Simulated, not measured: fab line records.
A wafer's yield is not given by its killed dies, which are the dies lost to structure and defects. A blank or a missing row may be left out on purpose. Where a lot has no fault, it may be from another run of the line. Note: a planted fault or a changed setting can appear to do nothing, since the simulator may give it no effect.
Split-lot trial | flow n5-finfet | route with 1938 steps; 7 lots, 21 wafers read

THE SPLIT
At N5_DUMMY_GATE_DESCUM_20 (chemistry O2, time 6.2 s), the setting time-s was moved away from the recipe's 6.2 s on 5 of the 21 wafers read, by -16.4% to +14.8%. For the rest of the wafers, this setting stayed at what the recipe calls for.

The split's own step is where the reading is taken.

THE READING
CAR-EUV_of_DUMMY_GATE_COAT_09.thk-nm (the simulator's own value, which no gauge read), in nm, at N5_DUMMY_GATE_DESCUM_20 (chemistry O2, time 6.2 s). There is no usual value for it anywhere in the file. Average 26.4 nm, standard deviation 0.087 nm, over the 16 wafers here run with the recipe.

wafer  | tool, chamber at the split | time-s as run, s | against the recipe | CAR-EUV_of_DUMMY_GATE_COAT_09.thk-nm, nm | against lot-mates on the recipe
L075.1 | rie-diel-02, 2,3           | 5.186            | -16.4%             | 26.8                                     | +0.4
L075.2 | rie-diel-02, 2,3           | 5.186            | -16.4%             | 26.8                                     | +0.4
L075.4 | rie-diel-02, 1             | 6.2              | recipe             | 26.4                                     | -
L084.4 | rie-diel-05, 2             | 6.679            | +7.7%              | 26.4                                     | -0.2
L084.5 | rie-diel-05, 2,3           | 6.2              | recipe             | 26.6                                     | -
L084.6 | rie-diel-05, 2,3           | 6.2              | recipe             | 26.6                                     | -
L085.1 | rie-diel-05, 0,2           | 6.2              | recipe             | 26.4                                     | -
L085.4 | rie-diel-05, 0,2           | 6.2              | recipe             | 26.4                                     | -
L085.3 | rie-diel-05, 1             | 6.2              | recipe             | 26.6                                     | -
L089.1 | rie-diel-02, 0,2,2         | 6.2              | recipe             | 26.4                                     | -
L089.4 | rie-diel-02, 0,2,2         | 6.2              | recipe             | 26.4                                     | -
L089.5 | rie-diel-02, 0,2,2         | 6.2              | recipe             | 26.4                                     | -
L090.1 | rie-diel-05, 3,1,0         | 6.2              | recipe             | 26.4                                     | -
L090.2 | rie-diel-05, 3,1,0         | 6.2              | recipe             | 26.4                                     | -
L090.3 | rie-diel-05, 3,1,0         | 6.2              | recipe             | 26.4                                     | -
L091.1 | rie-diel-05, 2,0           | 6.2              | recipe             | 26.4                                     | -
L091.2 | rie-diel-05, 2,0           | 6.2              | recipe             | 26.4                                     | -
L091.6 | rie-diel-05, 2             | 7.117            | +14.8%             | 26                                       | -0.4
L097.2 | rie-diel-05, 1             | 5.459            | -12.0%             | 27                                       | +0.5
L097.3 | rie-diel-05, 2             | 6.2              | recipe             | 26.6                                     | -
L097.4 | rie-diel-05, 3             | 6.2              | recipe             | 26.4                                     | -
If several chambers appear in one row, that row covers several wafers at once and the file leaves open which wafer was in which chamber.

THE FIT
A straight line over all 21 wafers: CAR-EUV_of_DUMMY_GATE_COAT_09.thk-nm changes by -0.026 nm for each +1% of time-s; r = -0.86; the points scatter about the line by 0.11 nm.
The same after taking each lot's own level away (the mean of its wafers on the recipe; 21 wafers): -0.0276 nm for each +1%; r = -0.95; scatter 0.065 nm.
According to that fit, moving time-s by its largest amount changes the reading by 0.45 nm.
The lots' own levels span 26.40 to 26.60 nm, that is 2.3 times the standard deviation above.
Consequently the slope shifts little with the lot-to-lot level, the two slopes agreeing.
Check: with one of the wafers moved furthest among these (-16.4%) left out of the fit, the line predicts +0.48 nm for it against its lot-mates. It came out at +0.4 nm against them.

FILE'S OWN FIT
CAR-EUV_of_DUMMY_GATE_COAT_09.thk-nm changes by -0.029 nm for each +1% of time-s, r = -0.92.
